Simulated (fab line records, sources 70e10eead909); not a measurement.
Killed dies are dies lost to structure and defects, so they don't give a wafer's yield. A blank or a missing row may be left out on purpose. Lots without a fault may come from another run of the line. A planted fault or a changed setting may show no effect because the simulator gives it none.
fab line records | flow nand_harc
record lots=12 wafers=36 last_day=33
route steps=1302 shown A_CHANNEL_HOLE_D1@473 A_CHANNEL_FILL_D1@492 END@1302
lots that met no fault: from a run of the same line without faults
start_h: hours from the record's first day to the start of the lot's first wafer shown | wait_h: hours since the lot's step before | " the same as in the row above | L1.1+2: a row that stands for several wafers | - no value, or no start given | * or withheld: withheld | < > ~ a bound
route shown NAME@n: a module of which the file shows steps, and the number in the route of the first | usual: mean/standard deviation of fault-free wafers | same: alike in all rows | chamber/n: place in a boat | sites: the reading at each site | _std_site: their standard deviation | _edge_site: outer sites' mean less inner sites' | radius_mm: how far each site lies from the wafer's centre | mask NAME#n: copy n | behind: the tool/chamber that last shaped the wafer | hold: why the lot was held/for how many hours/how that ended | device: the transistor (n, p or np) that didn't switch | end of line: the same wafers' tests at the end of the route | a step without rows: its recipe alone | killed: dies lost to structure and defects at the first sort, not the wafer's yield | map: a wafer's dies, x killed, . not, _ none there
set.NAME: the setting as run; set.NAME@STEP: as run at that earlier step | model.NAME: the simulator's own value behind a step, which no gauge read
steps of the route over a sample of lots; a table a step, a row a wafer
services: from which hour (start_h, from the record's first day; less than 0 if before it) a tool's chamber was out of use, for how many hours, and why
## steps
# step NHARC_A_CHANNEL_HOLE_D1_ETCH_21
# recipe bias_v=3000 source_w=withheld pressure_mtorr=20 time_s=514.3 ar_flow_sccm=375 c4f8_flow_sccm=89.3 o2_flow_sccm=35.7 temp_c=-20 target_depth_a=16000 chemistry=C4F8/O2/Ar
# usual chamber_pressure_mTorr=19.999/0.018 drypump_motor_current_A=5.71/0.15 showerhead_plenum_p_Torr=3.59/0.097 throttle_valve_pct=32.155/0.0088
# columns lot.wafer tool chamber start_h wait_h chamber_pressure_mTorr drypump_motor_current_A rf_hours_counter_h showerhead_plenum_p_Torr throttle_valve_pct
L628.2 har_etch-01 1 193.79 0.3 19.984 5.58 96 3.67 32.151
L628.5 " 1 " " 20.015 5.58 - 3.67 32.168
L628.6 " 0 " " 20.007 5.60 - 3.55 32.156
L629.1 har_etch-01 1 203.76 0.3 19.992 5.59 104 3.66 32.154
L629.2 " 0 " " 20.043 5.59 104 3.55 32.138
L629.5 " 0 " " 20.005 5.57 - 3.55 32.154
L630.4 har_etch-02 1 208.77 0.3 20.021 5.95 - 3.75 32.159
L630.5 " 0 " " 19.996 5.78 - 3.50 32.162
L630.6 " 1 " " 19.977 5.94 - 3.75 32.147
L632.2 har_etch-02 1 227.81 0.3 19.986 5.94 333 3.75 32.171
L632.4 " 0 " " 20.000 5.77 - 3.50 32.151
L632.5 " 1 " " 19.974 5.94 - 3.75 32.157
L634.2 har_etch-01 1 250.18 0.3 20.008 5.59 127 3.65 32.143
L634.6 " 1 " " 19.972 5.60 - 3.65 32.165
L634.5 " 0 " " 19.975 5.58 - 3.54 32.145
L633.4 har_etch-02 1 251.79 0.3 20.010 5.95 - 3.74 32.164
L633.6 " 1 " " 19.966 5.94 - 3.74 32.161
L633.5 " 0 " " 20.008 5.77 - 3.49 32.160
L637.2 har_etch-02 1 287.38 0.3 20.003 5.93 363 3.73 32.146
L637.3 " 1 " " 20.011 5.95 - 3.73 32.165
L637.6 " 1 " " 19.987 5.93 - 3.73 32.155
L638.1 har_etch-01 1 294.28 0.3 20.009 5.59 153 3.63 32.161
L638.4 " 1 " " 19.994 5.59 - 3.63 32.150
L638.3 " 0 " " 19.973 5.58 - 3.52 32.161
L641.1 har_etch-02 1 336.01 0.3 20.007 5.94 390 3.71 32.158
L641.5 " 0 " " 19.991 5.77 - 3.47 32.146
L641.6 " 1 " " 20.028 5.93 - 3.71 32.164
L642.2 har_etch-02 1 340.11 0.3 20.010 5.95 394 3.71 32.154
L642.4 " 0 " " 20.003 5.77 - 3.47 32.156
L642.6 " 1 " " 19.983 5.95 - 3.71 32.151
L643.1 har_etch-01 1 352.36 0.3 20.015 5.59 187 3.62 32.159
L643.4 " 1 " " 19.985 5.59 - 3.62 32.164
L643.5 " 0 " " 20.008 5.57 - 3.50 32.151
L650.2 har_etch-01 0 406.73 0.3 20.002 5.59 222 3.49 32.162
L650.5 " 1 " " 20.017 5.59 - 3.60 32.156
L650.6 " 0 " " 19.973 5.60 - 3.49 32.155
# step NHARC_A_CHANNEL_FILL_D1_ALD_02
# recipe target_thk_a=60 pulse_time_s=10 ald_cycles=60 temp_c=300 material=SiO2
# usual ald_cycles=60/0 heater_power_w=478/35 precursor_pulse_height_rel=1.003/0.019
# columns lot.wafer tool chamber start_h wait_h ald_cycles heater_power_w precursor_pulse_height_rel since_wet_clean_h
L628.2 ald_hk-04 1 199.34 - 60 444 0.989 113
L628.6 " 0 " " 60 524 0.986 -
L628.5 " 1 " " 60 450 1.006 -
L629.1 ald_hk-03 0 210.16 - 60 467 0.966 163
L629.2 " 2 " " 60 472 0.989 163
L629.5 " 0 " " 60 453 0.991 -
L630.4 ald_hk-03 1 214.24 - 60 460 0.998 167
L630.6 " 2 " " 60 461 1.016 -
L630.5 " 3 " " 60 499 0.999 -
L632.4 ald_hk-03 1 233.20 - 60 437 0.988 4
L632.2 " 2 " " 60 471 1.013 5
L632.5 " 2 " " 60 468 1.014 -
L634.2 ald_hk-03 3 255.79 - 60 470 0.999 27
L634.6 " 3 " " 60 475 1.013 -
L634.5 " 0 " " 60 452 1.048 -
L633.4 ald_hk-03 1 257.31 - 60 427 0.995 29
L633.6 " 2 " " 60 476 1.003 -
L633.5 " 3 " " 60 470 0.996 -
L637.2 ald_hk-03 3 292.83 - 60 475 0.993 64
L637.3 " 0 " " 60 468 0.970 64
L637.6 " 3 " " 60 466 1.002 -
L638.3 ald_hk-03 1 300.20 - 60 432 0.991 71
L638.4 " 3 " " 60 469 0.989 72
L638.1 " 0 " " 60 471 0.987 72
L641.1 ald_hk-03 0 342.48 - 48 467 1.019 114
L641.5 " 2 " " 48 474 1.014 -
L641.6 " 3 " " 48 468 0.992 -
L642.4 ald_hk-03 0 345.60 - 48 481 1.017 117
L642.2 " 2 " " 48 459 1.013 117
L642.6 " 1 " " 48 432 0.996 -
L643.4 ald_hk-04 1 357.91 - 60 442 1.012 93
L643.1 " 2 " " 60 473 0.977 93
L643.5 " 0 " " 60 512 1.017 -
L650.2 ald_hk-04 1 412.18 - 60 446 1.006 147
L650.5 " 0 " " 60 526 1.007 -
L650.6 " 1 " " 60 448 0.986 -
# step NHARC_A_CHANNEL_FILL_D1_ALD_16
# recipe target_thk_a=15 pulse_time_s=10 ald_cycles=15 temp_c=300 material=SiO2
# usual ald_cycles=15/0 heater_power_w=481/39 precursor_pulse_height_rel=1.002/0.019
# columns lot.wafer tool chamber start_h wait_h ald_cycles heater_power_w precursor_pulse_height_rel since_wet_clean_h
L628.2 ald_hk-03 3 211.50 0.1 15 491 1.009 164
L628.5 " 1 " " 15 452 0.980 -
L628.6 " 2 " " 15 485 0.974 -
L629.1 ald_hk-02 2 222.40 0.0 15 453 1.020 42
L629.2 " 3 " " 15 428 1.038 42
L629.5 " 3 " " 15 429 0.998 -
L630.4 ald_hk-04 0 226.29 0.1 15 540 1.013 139
L630.6 " 2 " " 15 468 1.032 -
L630.5 " 3 " " 15 445 1.000 -
L632.4 ald_hk-02 3 243.61 0.0 15 423 1.005 64
L632.2 " 2 " " 15 476 0.997 64
L632.5 " 3 " " 15 430 1.005 -
L633.4 ald_hk-02 1 268.06 0.2 15 522 1.029 88
L633.5 " 0 " " 15 553 1.017 -
L633.6 " 1 " " 15 499 0.987 -
L634.2 ald_hk-02 0 268.19 0.3 15 553 1.000 88
L634.5 " 0 " " 15 544 0.987 -
L634.6 " 1 " " 15 501 0.997 -
L637.2 ald_hk-04 0 304.91 0.1 15 525 0.984 40
L637.3 " 1 " " 15 442 1.007 40
L637.6 " 0 " " 15 537 1.008 -
L638.1 ald_hk-03 0 314.82 2.5 15 482 1.034 86
L638.3 " 1 " " 15 445 1.005 86
L638.4 " 2 " " 15 465 1.036 86
L641.1 ald_hk-03 0 354.62 0.1 15 467 1.007 126
L641.6 " 2 " " 15 479 0.997 -
L641.5 " 3 " " 15 484 1.013 -
L642.4 ald_hk-02 1 358.64 0.1 15 513 0.996 1
L642.2 " 2 " " 15 492 1.009 1
L642.6 " 0 " " 15 541 0.979 -
L643.1 ald_hk-03 0 369.98 0.0 15 475 0.989 141
L643.4 " 3 " " 15 477 1.014 141
L643.5 " 1 " " 15 443 1.010 -
L650.2 ald_hk-04 1 424.69 0.1 15 445 1.019 160
L650.6 " 2 " " 15 475 1.019 -
L650.5 " 3 " " 15 465 1.029 -
# step NHARC_A_CHANNEL_FILL_D1_ETCHBACK_19
# recipe target_depth_a=50 time_s=1.7 hbr_flow_sccm=150 cl2_flow_sccm=50 rf_w=400 icp_w=400 bias_w=100 chemistry=HBr/Cl2
# usual chamber_pressure_mTorr=15.000/0.014 drypump_motor_current_A=5.7/0.44 mfc_cl2_sccm=50.04/0.17 oes_product_au=0.997/0.011 throttle_valve_pct=26.406/0.0085
# columns lot.wafer tool chamber start_h wait_h chamber_pressure_mTorr drypump_motor_current_A mfc_cl2_sccm oes_product_au rf_hours_counter_h throttle_valve_pct
L628.2 rie_si-04 3 224.89 0.4 15.012 5.6 49.78 0.984 0.29 26.386
L628.5 " 1 " " 15.002 6.2 49.86 0.991 - 26.414
L628.6 " 2 " " 15.000 5.5 50.20 1.007 - 26.412
L629.1 rie_si-04 0 234.47 0.4 14.998 5.9 49.73 1.003 0.37 26.397
L629.2 " 2 " " 14.995 5.5 49.83 1.006 0.34 26.414
L629.5 " 0 " " 14.997 5.9 49.86 0.998 - 26.419
L630.4 rie_si-02 2 237.98 0.4 15.026 5.3 50.26 0.992 0.76 26.414
L630.5 " 2 " " 14.998 5.3 50.13 0.989 - 26.406
L630.6 " 3 " " 15.018 5.7 50.39 0.987 - 26.415
L632.4 rie_si-04 1 255.71 0.4 15.014 6.2 50.09 0.985 0.48 26.417
L632.2 " 3 " " 14.984 5.6 49.97 0.991 0.43 26.405
L632.5 " 0 " " 15.003 5.8 50.18 1.001 - 26.415
L633.4 rie_si-04 2 279.95 0.4 15.006 5.5 49.92 1.006 0.50 26.410
L633.5 " 2 " " 15.010 5.5 49.87 1.005 - 26.405
L633.6 " 3 " " 14.977 5.6 50.19 0.983 - 26.403
L634.2 rie_si-05 1 279.97 0.4 14.998 6.1 49.95 1.014 0.85 26.405
L634.6 " 3 " " 14.994 5.8 50.06 1.002 - 26.416
L634.5 " 0 " " 14.996 5.0 50.02 0.992 - 26.423
L637.2 rie_si-04 2 316.79 0.4 15.027 5.5 49.95 1.014 0.68 26.400
L637.3 " 1 " " 15.016 6.2 50.03 0.998 0.90 26.393
L637.6 " 2 " " 14.998 5.5 49.89 1.009 - 26.410
L638.4 rie_si-04 2 327.17 0.4 15.003 5.5 50.34 1.002 0.75 26.401
L638.1 " 0 " " 14.988 5.8 49.85 1.005 1.01 26.400
L638.3 " 1 " " 15.008 6.2 50.19 0.992 0.96 26.407
L641.1 rie_si-04 1 366.46 0.4 14.983 6.3 49.96 0.979 0.07 26.410
L641.6 " 3 " " 15.002 5.6 50.11 0.982 - 26.420
L641.5 " 0 " " 15.023 5.8 50.27 1.006 - 26.399
L642.4 rie_si-05 0 370.51 0.4 15.007 5.0 49.97 1.007 0.40 26.422
L642.2 " 1 " " 14.987 6.1 50.11 0.996 0.28 26.412
L642.6 " 1 " " 15.001 6.2 50.02 1.005 - 26.409
L643.4 rie_si-02 2 381.97 0.4 15.014 5.3 50.09 0.997 0.56 26.412
L643.1 " 0 " " 14.967 6.7 49.68 1.014 0.61 26.417
L643.5 " 2 " " 15.025 5.3 49.85 1.007 - 26.403
L650.2 rie_si-02 1 433.63 0.4 15.008 5.4 49.98 0.986 0.86 26.407
L650.5 " 3 " " 14.976 5.7 49.95 0.995 - 26.404
L650.6 " 0 " " 15.013 6.8 50.35 1.010 - 26.420
# step NHARC_END_SORT_01
# recipe temp_c=25
# usual killed_at_array=57/18 killed_at_other=0.8/1 killed_at_periphery=3.9/2.8 killed_dies=62/18 killed_open=3.4/1.8 killed_short=2.2/1.6
# same gross_dies=677
# columns lot.wafer tool chamber start_h wait_h killed_at_array killed_at_other killed_at_periphery killed_dies killed_open killed_short
L641.1 prober-01 0 704.87 2.5 74 0 0 74 3 1
L641.5 prober-01 0 708.03 3.7 63 0 3 66 4 0
L641.6 prober-01 0 708.82 3.9 69 0 1 70 3 3
L642.2 prober-02 0 705.65 2.8 82 0 0 82 4 5
L643.1 prober-01 0 740.99 2.5 74 2 2 78 5 0
L643.4 prober-01 0 743.41 3.4 67 2 1 70 5 2
L643.5 prober-01 0 744.21 3.7 68 0 6 74 7 2
# killed by level:class
L641.1 A_CHANNEL_HOLE_D2:chamber_film_flake=29 A_CHANNEL_HOLE_D1:chamber_film_flake=29 A_CONTACT:chamber_film_flake=7 A_SLIT:chamber_film_flake=4 A_CHANNEL_FILL_D1:geometric_particle:open=2 A_CHANNEL_HOLE_D1:geometric_particle:short=1 A_M0:geometric_particle:open=1 A_SGD_CUT:chamber_film_flake=1
L642.2 A_CHANNEL_HOLE_D1:chamber_film_flake=33 A_SLIT:chamber_film_flake=31 A_CONTACT:chamber_film_flake=6 A_DECK1_JOINT:geometric_particle:short=2 A_ONON_D2:geometric_particle:open=2 A_CHANNEL_FILL_D2:chamber_film_flake=2 A_CHANNEL_FILL_D1:geometric_particle:short=1 A_CHANNEL_FILL_D2:geometric_particle:open=1
L641.5 A_CHANNEL_HOLE_D1:chamber_film_flake=34 A_CHANNEL_HOLE_D2:chamber_film_flake=15 A_SLIT:chamber_film_flake=4 A_CONTACT:chamber_film_flake=3 P_ZERO_WELL:chamber_film_flake=2 A_SGD_CUT:chamber_film_flake=2 A_STAIRCASE:chamber_film_flake=2 P_M0:geometric_particle:open=1
L641.6 A_CHANNEL_HOLE_D1:chamber_film_flake=29 A_CHANNEL_HOLE_D2:chamber_film_flake=20 A_SLIT:chamber_film_flake=8 A_CONTACT:chamber_film_flake=5 A_STAIRCASE:chamber_film_flake=2 P_M1:geometric_particle:short=1 A_ONON_D1:geometric_particle:open=1 A_CHANNEL_FILL_D1:geometric_particle:short=1
L643.1 A_SLIT:chamber_film_flake=31 A_CHANNEL_HOLE_D2:chamber_film_flake=22 A_CHANNEL_HOLE_D1:chamber_film_flake=8 A_CONTACT:chamber_film_flake=3 A_STAIRCASE:chamber_film_flake=2 THIN_TSV:chamber_film_flake=2 P_M0:geometric_particle:open=1 A_ONON_D1:geometric_particle:open=1
L643.4 A_SLIT:chamber_film_flake=23 A_CHANNEL_HOLE_D2:chamber_film_flake=17 A_CHANNEL_HOLE_D1:chamber_film_flake=10 A_STAIRCASE:chamber_film_flake=4 A_SGD_CUT:chamber_film_flake=2 A_CONTACT:chamber_film_flake=2 THIN_TSV:chamber_film_flake=2 A_ONON_D1:geometric_particle:open=1
L643.5 A_CHANNEL_HOLE_D2:chamber_film_flake=23 A_SLIT:chamber_film_flake=22 A_CHANNEL_HOLE_D1:chamber_film_flake=8 A_CONTACT:chamber_film_flake=5 P_GATE:geometric_particle:open=3 A_STAIRCASE:chamber_film_flake=3 P_M0:geometric_particle:open=2 A_SGD_CUT:chamber_film_flake=2
## services
# columns tool chamber start_h hours kind
ald_hk-02 - 170.00 10.0 pm
ald_hk-03 - 218.85 10.0 pm
ald_hk-03 0 218.85 10.0 vent_cycle
ald_hk-03 1 218.85 10.0 vent_cycle
ald_hk-03 2 218.85 10.0 vent_cycle
ald_hk-03 3 218.85 10.0 vent_cycle
ald_hk-03 0 228.85 - clean
ald_hk-03 1 228.85 - clean
ald_hk-03 2 228.85 - clean
ald_hk-03 3 228.85 - clean
har_etch-01 - 248.26 1.4 repair
ald_hk-04 - 254.87 10.0 pm
rie_si-02 - 277.00 9.0 pm
ald_hk-04 - 286.07 4.4 repair
rie_si-05 3 293.81 1.9 repair
rie_si-05 - 305.00 9.0 pm
rie_si-04 - 342.00 9.0 pm
ald_hk-02 - 348.00 10.0 pm
rie_si-02 0 349.11 1.9 repair
har_etch-02 - 377.00 17.0 pm
ald_hk-03 2 397.76 10.0 vent_cycle
ald_hk-03 3 397.76 10.0 vent_cycle
ald_hk-03 0 407.76 - clean
ald_hk-03 1 407.76 - clean
## key
first_sign step=NHARC_A_CHANNEL_FILL_D1_ALD_02 reading=ald_cycles direction=down sigmas=99+ usual=60 struck=48
effect none on later readings
met_at NHARC_A_CHANNEL_FILL_D1_ALD_02
struck_lots L641,L642
tester_left_out L641,L642
not_acting_at NHARC_A_CHANNEL_HOLE_D1_ETCH_21,NHARC_A_CHANNEL_FILL_D1_ALD_16,NHARC_A_CHANNEL_FILL_D1_ETCHBACK_19
onset_between 300.20 342.48
fault kind=process_parameter_drift tool=ald_hk-03 chamber=- onset_h=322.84 steps=NHARC_A_CHANNEL_FILL_D1_ALD_02 channel=ald_cycles offset=-12 shape=step end_h=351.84 acts_in=these_recipes_only stated=60
# tester_left_out: of these lots the tester's yield and bins aren't shown, on N5 and GAA mostly nor the transistor test; their killed dies are dies lost to structure and defects alone, not to doping, threshold or leakage, so they don't give the yield
